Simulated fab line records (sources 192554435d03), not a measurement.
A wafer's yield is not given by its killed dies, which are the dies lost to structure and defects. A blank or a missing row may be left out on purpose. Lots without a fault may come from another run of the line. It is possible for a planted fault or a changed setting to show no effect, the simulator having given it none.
fab line records	flow n5-finfet
[record] lots = 10	wafers = 26	last-day = 18
route steps=1938 shown BEOL_M0@729 BEOL_M1@751 BEOL_M4@1111 PASSIVATION@1936
lots that met no fault: taken from a fault-free run of the same line
start-h: start of the lot's first displayed wafer, in hours after the record's first day	wait-h: hours from the lot's prior step to this one	" repeats the value in the row above	L1.1+2: a single row standing in for several wafers	- either no value or no given start	* or withheld: withheld	< > ~ a bound
route shown NAME@n: a module of which the file shows steps, and the number in the route of the first	usual: mean/standard deviation taken from wafers without a fault	same: alike in all rows	chamber/n: place in a boat	sites: per-site readings	_std_site: the values' standard deviation	_edge_site: inner sites' mean taken away from outer sites' mean	radius-mm: for every site, how far away it sits from the centre of the wafer	mask NAME#n: copy n	behind: tool/chamber where the wafer was last shaped	hold: what put the lot on hold/how long, in hours/how the hold closed	device: transistor that didn't switch, given as n, p or np	end of line: the same wafers' tests at the end of the route	step lacking rows: just its recipe	killed: dies that structure and defects cost at the first sort, which is not the same as the wafer's yield	map: the dies of a wafer, with x for killed, . for not killed, _ for no die there
set.NAME: the setting as run; set.NAME@STEP: as run at that earlier step	model.NAME: the simulator's own value behind a step, which no gauge read
route steps across a sampled set of lots; one table per step, one row per wafer
services: the hour from which a tool's chamber was out of use, counted from the record's first day as start-h (under 0 if before that day), plus the number of hours and why
[[steps]]
[step N5_BEOL_M0_DEGAS_112]
[recipe] ambient = vacuum	temp-c = 250	time-s = 60
[usual] heater-power-w = 330/41
lot.wafer	tool	chamber	start-h	wait-h	heater-power-w
L266.1	pvd-sputter-03	-	116.10	0.7	411
L266.2	"	-	"	"	334
L266.5	"	-	"	"	249
L268.1	pvd-sputter-01	-	124.97	0.5	324
L268.2	"	-	"	"	300
L268.3	"	-	"	"	389
L270.1	pvd-sputter-03	-	141.41	0.0	254
L270.3	"	-	"	"	413
L270.4	"	-	"	"	338
L271.2	pvd-sputter-03	-	145.53	0.9	333
L271.3	"	-	"	"	242
L271.4	"	-	"	"	333
L275.2	pvd-sputter-01	-	169.63	0.0	298
L275.3	"	-	"	"	314
L275.6	"	-	"	"	384
L276.3	pvd-sputter-01	-	182.59	0.1	329
L276.5	"	-	"	"	317
L284.2	pvd-sputter-01	-	225.42	3.4	384
L284.5	"	-	"	"	303
L287.5	pvd-sputter-03	-	245.45	0.9	252
L287.6	"	-	"	"	405
L288.1	pvd-sputter-01	-	275.26	0.0	295
L288.3	"	-	"	"	319
L289.2	pvd-sputter-01	-	275.34	0.0	301
L289.4	"	-	"	"	316
L289.5	"	-	"	"	295
[step N5_BEOL_M0_CMP_120]
[recipe] stop-on = SiOC	t-overpolish-s = 6.9	down-force-psi = 1	platen-rpm = 50	clearing-platen-down-force-psi = 1.5	clearing-platen-rpm = 50	post-cmp-clean = cu-alkaline	clearing-platen-pad-velocity-m-s = 0.99484	pad-velocity-m-s = 0.99484
[usual] barrier-field-endpoint-s = 3.66/0.18	edge-zone-pressure-frac = 0.999/0.0047	head-pressure-psi = 1.0002/0.002	motor-current-A = 5.8/0.54	overpolish-run-s = 6.900/0.0085	retaining-ring-pressure-frac = 1.000/0.0047	time-to-endpoint-s = 62/4.2
lot.wafer	tool	chamber	start-h	wait-h	barrier-field-endpoint-s	edge-zone-pressure-frac	head-pressure-psi	motor-current-A	overpolish-run-s	retaining-ring-pressure-frac	time-to-endpoint-s
L266.2	cmp-04	2	118.71	0.2	3.77	1.001	0.9965	5.6	6.902	0.989	63
L266.1	"	0	"	"	3.78	1.002	1.0003	6.1	6.904	0.988	65
L266.5	"	3	"	"	3.64	1.004	0.9988	5.8	6.895	1.002	58
L268.1	cmp-04	1	126.49	0.3	3.64	1.006	1.0017	5.8	6.909	1.009	65
L268.3	"	2	"	"	3.51	0.998	0.9980	5.4	6.887	0.994	62
L268.2	"	0	"	"	3.39	0.999	0.9996	5.6	6.891	1.005	64
L270.4	cmp-03	0	144.66	0.1	3.49	1.000	0.9978	5.7	6.900	0.996	56
L270.1	"	2	"	"	3.33	0.999	1.0004	6.2	6.888	0.991	55
L270.3	"	3	"	"	3.67	0.993	0.9986	5.1	6.903	1.002	63
L271.2	cmp-02	1	147.31	0.4	4.03	1.001	1.0027	6.4	6.905	1.000	72
L271.3	"	3	"	"	3.64	0.997	0.9974	6.0	6.898	1.006	64
L271.4	"	0	"	"	3.48	1.003	0.9999	6.3	6.886	0.994	64
L275.3	cmp-02	1	171.61	0.2	3.91	0.989	0.9983	6.5	6.908	1.004	68
L275.2	"	2	"	"	3.58	1.000	0.9983	4.9	6.905	1.004	64
L275.6	"	0	"	"	3.60	1.000	0.9989	6.4	6.890	1.001	62
L276.3	cmp-03	2	185.77	0.2	3.99	0.997	0.9979	5.8	6.907	1.008	57
L276.5	"	2	"	"	3.58	0.988	1.0018	6.3	6.894	0.996	55
L284.2	cmp-03	0	227.06	0.3	3.44	0.999	1.0014	6.0	6.892	1.003	58
L284.5	"	3	"	"	3.56	1.007	1.0030	5.1	6.909	1.006	64
L287.5	cmp-04	1	247.63	0.2	3.79	1.006	0.9993	5.5	6.907	1.000	64
L287.6	"	2	"	"	3.65	0.999	1.0017	5.6	6.904	1.003	64
L288.1	cmp-03	3	276.95	0.4	3.78	0.995	0.9988	5.2	6.918	1.005	63
L288.3	"	1	"	"	3.78	1.001	0.9951	6.3	6.906	1.004	66
L289.2	cmp-03	0	277.21	0.3	3.57	1.001	1.0021	5.9	6.905	0.999	62
L289.4	"	2	"	"	3.41	1.004	1.0034	6.2	6.903	1.000	60
L289.5	"	3	"	"	3.70	1.005	1.0029	5.0	6.905	1.000	67
[step N5_BEOL_M0_INSPECT_127]
[recipe] inspect-instrument = darkfield	mode = post-dep
[usual] raw-defect-count = 68/20
lot.wafer	tool	chamber	start-h	wait-h	raw-defect-count
L266.1	defect-inspect-02	-	119.34	0.0	82
L266.2	"	-	"	"	97
L266.5	"	-	"	"	70
L268.1	defect-inspect-01	-	127.13	0.0	70
L268.2	"	-	"	"	60
L268.3	"	-	"	"	75
L270.1	defect-inspect-01	-	145.24	0.0	59
L270.3	"	-	"	"	84
L270.4	"	-	"	"	56
L271.2	defect-inspect-02	-	147.89	0.0	36
L271.3	"	-	"	"	42
L271.4	"	-	"	"	63
L275.2	defect-inspect-01	-	172.25	0.0	33
L275.3	"	-	"	"	72
L275.6	"	-	"	"	59
L276.3	defect-inspect-01	-	186.47	0.0	87
L276.5	"	-	"	"	43
L284.2	defect-inspect-02	-	227.79	0.0	92
L284.5	"	-	"	"	35
L287.5	defect-inspect-02	-	248.26	0.0	95
L287.6	"	-	"	"	65
L288.1	defect-inspect-02	-	277.53	0.0	58
L288.3	"	-	"	"	44
L289.2	defect-inspect-02	-	277.76	0.0	49
L289.4	"	-	"	"	63
L289.5	"	-	"	"	103
[step N5_BEOL_M1_ILD_DEP_00]
[recipe] material = SiOC	target-thk-a = 790	temp-c = 350	precursor = DEMS/O2	pressure-torr = 5	rf-w = 500	time-s = 15.3
[usual] heater-power-w = 470/39	showerhead-plenum-p-Torr = 5.700/0.017	throttle-valve-pct = 11.6/0.5
lot.wafer	tool	chamber	start-h	wait-h	heater-power-w	showerhead-plenum-p-Torr	throttle-valve-pct
L266.1	pecvd-04	0	119.38	0.0	431	5.687	11.2
L266.2	"	1	"	"	507	5.684	11.3
L266.5	"	1	"	"	492	5.685	11.5
L268.1	pecvd-03	0	127.17	0.0	529	5.686	11.8
L268.2	"	2	"	"	465	5.709	12.4
L268.3	"	1	"	"	490	5.695	11.1
L270.1	pecvd-04	1	145.28	0.0	495	5.682	11.4
L270.3	"	2	"	"	574	5.707	10.9
L270.4	"	0	"	"	454	5.689	11.4
L271.2	pecvd-04	1	147.93	0.0	465	5.665	11.5
L271.3	"	0	"	"	449	5.692	11.3
L271.4	"	2	"	"	470	5.695	10.8
L275.2	pecvd-03	1	172.29	0.0	424	5.689	11.2
L275.3	"	0	"	"	532	5.717	11.9
L275.6	"	2	"	"	404	5.715	12.3
L276.3	pecvd-03	0	186.53	0.1	440	5.716	11.8
L276.5	"	2	"	"	405	5.715	12.3
L284.2	pecvd-04	0	227.83	0.0	407	5.696	11.4
L284.5	"	2	"	"	556	5.681	10.7
L287.5	pecvd-04	0	248.31	0.1	447	5.669	11.3
L287.6	"	1	"	"	465	5.686	11.4
L288.1	pecvd-03	2	277.57	0.0	508	5.707	10.9
L288.3	"	1	"	"	479	5.692	11.3
L289.2	pecvd-03	2	277.79	0.0	483	5.698	11.4
L289.4	"	1	"	"	455	5.693	11.1
L289.5	"	0	"	"	502	5.723	12.0
[step N5_BEOL_M1_THK_MEAS_01]
[recipe] reads = SiOC_of_BEOL_M1_ILD_DEP_00
[usual] M1_ILD_THK = 78.5/1.3
lot.wafer	tool	chamber	start-h	wait-h	M1_ILD_THK[nm]
L266.1	film-metro-01	-	119.46	0.1	78.6
L266.2	"	-	"	"	77.1
L266.5	"	-	"	"	77.6
L268.1	film-metro-01	-	127.23	0.0	75.8
L268.2	"	-	"	"	78.5
L268.3	"	-	"	"	77.8
L270.1	film-metro-02	-	145.35	0.0	77.5
L270.3	"	-	"	"	77.4
L270.4	"	-	"	"	80.4
L271.2	film-metro-01	-	148.00	0.1	77.8
L271.3	"	-	"	"	79.0
L271.4	"	-	"	"	78.6
L275.2	film-metro-01	-	172.36	0.1	78.3
L275.3	"	-	"	"	77.1
L275.6	"	-	"	"	78.1
L276.3	film-metro-02	-	186.60	0.1	77.1
L276.5	"	-	"	"	78.8
L284.2	film-metro-02	-	227.90	0.1	79.3
L284.5	"	-	"	"	24.3
L287.5	film-metro-02	-	248.36	0.0	25.5
L287.6	"	-	"	"	25.7
L288.1	film-metro-01	-	277.63	0.0	77.0
L288.3	"	-	"	"	79.2
L289.2	film-metro-01	-	277.86	0.1	76.8
L289.4	"	-	"	"	79.4
L289.5	"	-	"	"	77.4
[step N5_BEOL_M4_RC_MEAS_101]
[usual] DIBL_N = 36.2/2.2	DIBL_P = 36.5/3	IOFF_N = 0.16/0.039	IOFF_P = 0.22/0.047	ION_N = 675/15	ION_P = 463/10	SS_N = 71.6/0.71	SS_P = 73.4/0.94	VT_N = 250/3.6	VT_P = -250/3.9
lot.wafer	tool	chamber	start-h	wait-h	DIBL_N[mV/V]	DIBL_P[mV/V]	IOFF_N[nA/um]	IOFF_P[nA/um]	ION_N[uA/um]	ION_P[uA/um]	SS_N[mV/dec]	SS_P[mV/dec]	VT_N[mV]	VT_P[mV]
L266.1	prober-01	0	161.40	0.0	32.5	32.4	0.11	0.16	650	452	70.7	72.4	252	-253
L266.2	"	0	"	"	36.8	37.7	0.20	0.25	690	468	71.8	74.1	241	-249
L266.5	"	0	"	"	35.2	36.3	0.17	0.22	677	463	71.6	72.6	247	-248
L268.1	prober-02	0	169.20	0.0	35.0	34.9	0.13	0.22	644	451	71.5	73.5	255	-250
L268.2	"	0	"	"	34.3	32.9	0.11	0.16	654	455	70.7	72.8	255	-253
L268.3	"	0	"	"	33.8	33.2	0.13	0.18	670	464	70.5	73.0	250	-250
L271.2	prober-01	0	189.36	0.2	38.5	39.0	0.20	0.28	687	476	72.4	73.7	247	-245
L271.3	"	0	"	"	35.3	35.3	0.14	0.23	662	462	70.6	73.4	249	-245
L271.4	"	0	"	"	37.7	37.4	0.18	0.25	690	473	71.3	72.9	246	-245
L270.1	prober-02	0	194.60	0.0	35.1	35.7	0.14	0.18	664	451	71.3	73.3	253	-254
L270.3	"	0	"	"	35.4	37.1	0.15	0.21	678	468	71.5	73.0	250	-250
L270.4	"	0	"	"	32.2	32.7	0.10	0.16	650	450	70.5	72.2	257	-253
L275.2	prober-02	0	223.02	0.2	40.5	43.2	0.26	0.26	697	459	72.7	74.4	244	-251
L275.3	"	0	"	"	36.6	39.1	0.15	0.20	676	455	71.8	74.3	252	-254
L275.6	"	0	"	"	38.3	40.2	0.21	0.20	686	452	71.9	73.9	246	-253
L276.3	prober-02	0	227.28	0.3	37.8	41.4	0.19	0.29	672	471	72.0	73.6	249	-245
L276.5	"	0	"	"	32.0	33.5	0.10	0.17	647	454	69.9	72.1	255	-251
L284.2	prober-02	0	285.28	0.3	36.5	37.1	0.18	0.27	688	479	72.0	73.4	244	-244
L288.1	prober-02	0	317.23	0.0	42.3	42.9	0.26	0.34	684	467	72.5	76.7	247	-246
L288.3	"	0	"	"	34.6	33.3	0.12	0.16	661	457	70.7	73.3	254	-255
L289.2	prober-01	0	321.09	0.2	34.2	36.4	0.15	0.21	678	460	71.5	74.1	248	-249
L289.4	"	0	"	"	36.0	37.1	0.18	0.22	682	462	71.9	73.2	246	-250
L289.5	"	0	"	"	32.6	33.2	0.12	0.17	665	457	71.3	72.6	251	-254
[step N5_PASSIVATION_PROBE_49]
[usual] defect-limited-yield = 91.5/1.5	killed_at_M0_to_M3 = 32/10	killed_at_M4_up = 13/4.9	killed-at-contacts = 13/6.1	killed-at-front-end = 38/11	killed-at-other = 3/3.2	killed-dies = 101/18	killed-on-rim = 13/4.4	killed-open = 66/13	killed-short = 32/8.3	sort_bin_4_leakage = 0.00/0.018	sort_bin_5_function = 5.0/1	sort_bin_6_memory = 3.2/0.74	sort_bin_8_speed = 0.1/1.1	sort-n-pass = 1078/22	sort-yield-pct = 91.3/1.9
[same] gross-dies = 1180	killed-at-back-side = 0
lot.wafer	tool	chamber	start-h	wait-h	defect-limited-yield[%]	killed_at_M0_to_M3	killed_at_M4_up	killed-at-contacts	killed-at-front-end	killed-at-other	killed-dies	killed-on-rim	killed-open	killed-short	sort_bin_4_leakage[%]	sort_bin_5_function[%]	sort_bin_6_memory[%]	sort_bin_8_speed[%]	sort-n-pass	sort-yield-pct[%]
L266.1	prober-02	-	269.13	0.0	89.9	36	12	29	37	5	119	8	73	42	0	6.3	3.5	0	1061	89.9
L266.2	prober-02	-	269.18	0.1	88.3	63	12	18	44	1	138	19	93	41	0	6.1	5.0	0	1042	88.3
L266.5	prober-02	-	269.33	0.2	89.8	38	7	22	48	5	120	15	78	39	0	5.3	4.2	0	1060	89.8
L270.1	prober-01	-	300.42	0.0	91.4	28	19	9	43	2	101	16	75	23	0	5.1	3.4	0	1079	91.4
L270.3	prober-01	-	300.52	0.1	91.8	50	10	12	23	2	97	17	67	29	0	3.9	4.0	0	1083	91.8
L270.4	prober-01	-	300.57	0.2	88.2	35	25	12	63	4	139	17	92	45	0	6.8	4.5	0	1041	88.2
L275.2	prober-01	-	333.62	0.3	93.3	29	10	7	33	0	79	7	43	31	0.17	3.8	2.4	0	1099	93.1
L275.3	prober-01	-	333.67	0.3	92.7	16	24	13	31	2	86	9	59	25	0	4.2	3.1	0	1094	92.7
L275.6	prober-01	-	333.82	0.5	92.9	21	12	15	27	9	84	9	63	18	0	4.3	2.8	0	1096	92.9
L276.3	prober-02	-	335.45	0.1	90.3	32	7	8	64	4	115	14	73	40	0	6.4	2.6	0	1065	90.3
L276.5	prober-02	-	335.55	0.2	91.1	32	9	6	54	4	105	20	68	36	0	5.4	3.1	0	1075	91.1
L284.2	prober-02	-	392.81	0.5	90.3	42	10	12	49	1	114	15	68	45	0	5.0	4.2	0.1	1066	90.3
L284.5	prober-02	-	392.96	0.7	0	1120	6	11	34	9	1180	152	57	24	0	4.4	2.5	0	0	0
L287.5	prober-02	-	402.71	0.2	0	1100	17	15	43	5	1180	152	67	42	0	5.4	3.2	0	0	0
L287.6	prober-02	-	402.76	0.3	0	1096	12	13	56	3	1180	152	60	26	0	4.3	2.7	0	0	0
L288.1	prober-02	-	419.95	0.0	89.2	52	16	20	37	2	127	23	79	47	0	5.8	4.3	0	1053	89.2
L288.3	prober-02	-	420.05	0.1	88.9	40	14	29	44	4	131	20	90	37	0	6.7	3.8	0	1049	88.9
L289.2	prober-02	-	430.68	0.1	93.5	26	8	11	23	9	77	6	47	29	0	3.2	2.9	0	1103	93.5
L289.4	prober-02	-	430.78	0.2	90.3	43	17	9	44	2	115	15	73	38	0	5.5	3.7	0	1065	90.3
L289.5	prober-02	-	430.83	0.2	92.1	34	9	7	37	6	93	15	56	35	0	4.2	3.5	0	1087	92.1
// killed by level:class
L266.1 MOL_CONTACT_COAG:geometric-particle:open=22 BEOL_M0_SAQP:geometric-particle:open=13 BEOL_M0_SAQP:geometric-particle:short=10 DUMMY_GATE:geometric-particle:open=7 MOL_CONTACT_COAG:geometric-particle:short=7 FIN_SAQP:geometric-particle:short=6 BEOL_M4:geometric-particle:open=6 ILD0:geometric-particle:open=4
L266.2 MOL_CONTACT_COAG:geometric-particle:open=16 BEOL_M0_SAQP:geometric-particle:short=10 BEOL_M3:geometric-particle:open=10 FIN_SAQP:geometric-particle:short=8 STI_FIN_REVEAL:geometric-particle:open=8 BEOL_M1:geometric-particle:open=8 BEOL_M0_SAQP:geometric-particle:open=8 FIN_SAQP:geometric-particle:open=7
L266.5 MOL_CONTACT_COAG:geometric-particle:open=17 BEOL_M1:geometric-particle:open=11 STI_FIN_REVEAL:geometric-particle:open=10 FIN_SAQP:geometric-particle:open=9 GATE_CUT:geometric-particle:short=7 BEOL_M0_SAQP:geometric-particle:short=7 DUMMY_GATE:geometric-particle:open=5 BEOL_M0_SAQP:geometric-particle:open=5
L270.1 STI_FIN_REVEAL:geometric-particle:open=18 MOL_CONTACT_COAG:geometric-particle:open=7 BEOL_M2:geometric-particle:open=7 BEOL_M3:geometric-particle:open=7 STARTING-WAFER:geometric-particle:open=6 STI_FIN_REVEAL:geometric-particle:short=5 BEOL_M5:geometric-particle:open=5 BEOL_M1:geometric-particle:open=5
L270.3 BEOL_M3:geometric-particle:open=16 MOL_CONTACT_COAG:geometric-particle:open=10 BEOL_M1:geometric-particle:open=7 BEOL_M3:geometric-particle:short=7 FIN_SAQP:geometric-particle:short=6 BEOL_M0_SAQP:geometric-particle:open=6 BEOL_M2:geometric-particle:open=5 BEOL_M4:geometric-particle:open=5
L270.4 STI_FIN_REVEAL:geometric-particle:open=15 FIN_SAQP:geometric-particle:short=13 BEOL_M3:geometric-particle:open=11 MOL_CONTACT_COAG:geometric-particle:open=10 BEOL_M1:geometric-particle:open=9 FIN_SAQP:geometric-particle:open=8 BEOL_M0_SAQP:geometric-particle:short=8 BEOL_M4:geometric-particle:open=8
L275.2 FIN_SAQP:geometric-particle:short=8 STI_FIN_REVEAL:geometric-particle:open=6 MOL_CONTACT_COAG:geometric-particle:open=6 BEOL_M3:geometric-particle:open=6 DUMMY_GATE:geometric-particle:open=5 BEOL_M2:geometric-particle:open=5 BEOL_M0_SAQP:geometric-particle:short=4 BEOL_M0_SAQP:geometric-particle:open=3
L275.3 MOL_CONTACT_COAG:geometric-particle:open=10 BEOL_M5:geometric-particle:open=7 BEOL_M4:geometric-particle:open=7 FIN_SAQP:geometric-particle:short=6 DUMMY_GATE:geometric-particle:open=5 BEOL_M3:geometric-particle:open=5 STARTING-WAFER:geometric-particle:open=5 BEOL_M1:geometric-particle:open=4
L275.6 MOL_CONTACT_COAG:geometric-particle:open=11 FIN_SAQP:geometric-particle:short=8 FIN_SAQP:geometric-particle:open=7 BEOL_M3:geometric-particle:open=7 MIM_TOP_ETCH:geometric-particle:open=6 DUMMY_GATE:geometric-particle:open=5 BEOL_M1:geometric-particle:open=4 BEOL_M4:geometric-particle:open=4
L276.3 FIN_SAQP:geometric-particle:short=14 FIN_SAQP:geometric-particle:open=13 GATE_CUT:geometric-particle:open=8 GATE_CUT:geometric-particle:short=7 BEOL_M0_SAQP:geometric-particle:open=6 BEOL_M1:geometric-particle:open=6 BEOL_M2:geometric-particle:open=6 STI_FIN_REVEAL:geometric-particle:open=5
L276.5 FIN_SAQP:geometric-particle:open=17 FIN_SAQP:geometric-particle:short=12 BEOL_M0_SAQP:geometric-particle:open=11 GATE_CUT:geometric-particle:short=7 BEOL_M0_SAQP:geometric-particle:short=6 BEOL_M1:geometric-particle:open=6 GATE_CUT:geometric-particle:open=4 MOL_CONTACT_COAG:geometric-particle:open=4
L284.2 BEOL_M2:geometric-particle:open=12 GATE_CUT:geometric-particle:short=10 STI_FIN_REVEAL:geometric-particle:open=9 DUMMY_GATE:geometric-particle:open=8 MOL_CONTACT_COAG:geometric-particle:open=8 BEOL_M1:geometric-particle:short=8 BEOL_M1:geometric-particle:open=7 FIN_SAQP:geometric-particle:short=6
L284.5 BEOL_M1:area-dep=1099 MOL_CONTACT_COAG:geometric-particle:open=10 BEOL_M1:geometric-particle:open=7 STI_FIN_REVEAL:geometric-particle:open=6 DUMMY_GATE:geometric-particle:open=6 FIN_SAQP:geometric-particle:short=5 STARTING-WAFER:geometric-particle:open=5 BEOL_M0:geometric-particle:open=4
L287.5 BEOL_M1:area-dep=1071 MOL_CONTACT_COAG:geometric-particle:open=11 BEOL_M0_SAQP:geometric-particle:open=9 BEOL_M0_SAQP:geometric-particle:short=9 FIN_SAQP:geometric-particle:open=8 STI_FIN_REVEAL:geometric-particle:open=8 BEOL_M4:geometric-particle:open=7 STARTING-WAFER:geometric-particle:open=6
L287.6 BEOL_M1:area-dep=1076 HKMG_FIN:area-etch=17 STI_FIN_REVEAL:geometric-particle:open=12 FIN_SAQP:geometric-particle:open=8 MOL_CONTACT_COAG:geometric-particle:open=8 BEOL_M3:geometric-particle:open=8 FIN_SAQP:geometric-particle:short=6 MOL_CONTACT_COAG:geometric-particle:short=5
L288.1 BEOL_M0_SAQP:geometric-particle:short=21 MOL_CONTACT_COAG:geometric-particle:open=17 BEOL_M3:geometric-particle:open=11 FIN_SAQP:geometric-particle:open=10 BEOL_M0_SAQP:geometric-particle:open=7 STI_FIN_REVEAL:geometric-particle:open=6 GATE_CUT:geometric-particle:short=5 FIN_SAQP:geometric-particle:short=4
L288.3 MOL_CONTACT_COAG:geometric-particle:open=21 FIN_SAQP:geometric-particle:open=14 BEOL_M0_SAQP:geometric-particle:open=8 MOL_CONTACT_COAG:geometric-particle:short=8 BEOL_M1:geometric-particle:open=8 STI_FIN_REVEAL:geometric-particle:open=7 BEOL_M3:geometric-particle:open=7 FIN_SAQP:geometric-particle:short=5
L289.2 STI_FIN_REVEAL:geometric-particle:open=6 MOL_CONTACT_COAG:geometric-particle:open=6 BEOL_M0_SAQP:geometric-particle:open=6 BEOL_M2:geometric-particle:open=6 BEOL_M2:geometric-particle:short=6 MOL_CONTACT_COAG:geometric-particle:short=5 MIM_TOP:geometric-particle:short=5 FIN_SAQP:geometric-particle:short=3
L289.4 FIN_SAQP:geometric-particle:short=13 BEOL_M2:geometric-particle:open=12 FIN_SAQP:geometric-particle:open=11 BEOL_M3:geometric-particle:open=9 BEOL_M0_SAQP:geometric-particle:short=9 MOL_CONTACT_COAG:geometric-particle:open=8 BEOL_M0_SAQP:geometric-particle:open=8 BEOL_M5:geometric-particle:open=5
L289.5 STI_FIN_REVEAL:geometric-particle:open=8 BEOL_M3:geometric-particle:open=8 BEOL_M0_SAQP:geometric-particle:short=6 FIN_SAQP:geometric-particle:short=5 FIN_SAQP:geometric-particle:open=5 DUMMY_GATE:geometric-particle:open=4 MOL_CONTACT_COAG:geometric-particle:open=4 BEOL_M0_SAQP:geometric-particle:open=4
[[services]]
tool	chamber	start-h	hours	kind
pecvd-03	2	93.07	2.1	scheduled-down
pecvd-04	1	93.20	3.1	repair
cmp-02	-	105.34	8.4	pm
pecvd-04	2	115.95	6.9	repair
cmp-04	-	117.45	1.1	repair
cmp-02	-	120.21	4.8	pm
pvd-sputter-03	-	121.47	2.2	repair
cmp-04	-	121.91	4.0	pm
cmp-02	-	125.63	1.4	repair
cmp-04	-	138.52	3.1	repair
cmp-02	-	152.67	0.9	repair
cmp-04	-	163.46	1.9	repair
pecvd-04	-	170.44	0.4	repair
pecvd-03	1	184.02	19.0	repair
pecvd-04	-	190.11	0.7	repair
cmp-03	-	198.74	14.5	pm
pecvd-03	2	203.09	-	clean
pecvd-04	2	206.38	3.8	repair
cmp-03	-	223.03	0.7	repair
cmp-04	-	232.99	0.6	repair
cmp-02	-	239.18	8.5	repair
cmp-04	-	264.32	1.6	repair
cmp-04	-	273.48	12.2	repair
cmp-02	-	273.72	4.0	pm
[[key]]
[first-sign] step = N5_BEOL_M1_THK_MEAS_01	reading = M1_ILD_THK	direction = down	sigmas = 42	usual = 78.5	struck = 25.2
[effect] step = N5_PASSIVATION_PROBE_49	reading = killed_at_M0_to_M3	direction = up	sigmas = 99+	usual = 32	struck = 1105
[more-kills-born-at] N5_BEOL_M1_ILD_DEP_00@pecvd-04 = 3246
met-at N5_BEOL_M1_ILD_DEP_00
struck-lots L284,L287
struck-wafers L284.5,L287.5,L287.6
later-rows-left-out L284.5,L287.5,L287.6
[baseline-loss] step = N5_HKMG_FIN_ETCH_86	wafers = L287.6
not-acting-at N5_BEOL_M0_DEGAS_112,N5_BEOL_M0_CMP_120,N5_BEOL_M0_INSPECT_127
onset-between 147.93 227.83
[fault] kind = process-parameter-drift	tool = pecvd-04	chamber = -	onset-h = 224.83	steps = N5_BEOL_M1_ILD_DEP_00	channel = time-s	offset = *	shape = step	end-h = 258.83	scope = struck-wafers-only	acts-in = *	stated = *
// later-rows-left-out: the simulator's readings of these wafers behind a module that went badly wrong aren't trusted and aren't shown, but for the sort
// baseline-loss: these wafers lose ten dies or more at that step, a loss of the line's own and not of a fault; the sort's usual values leave them out
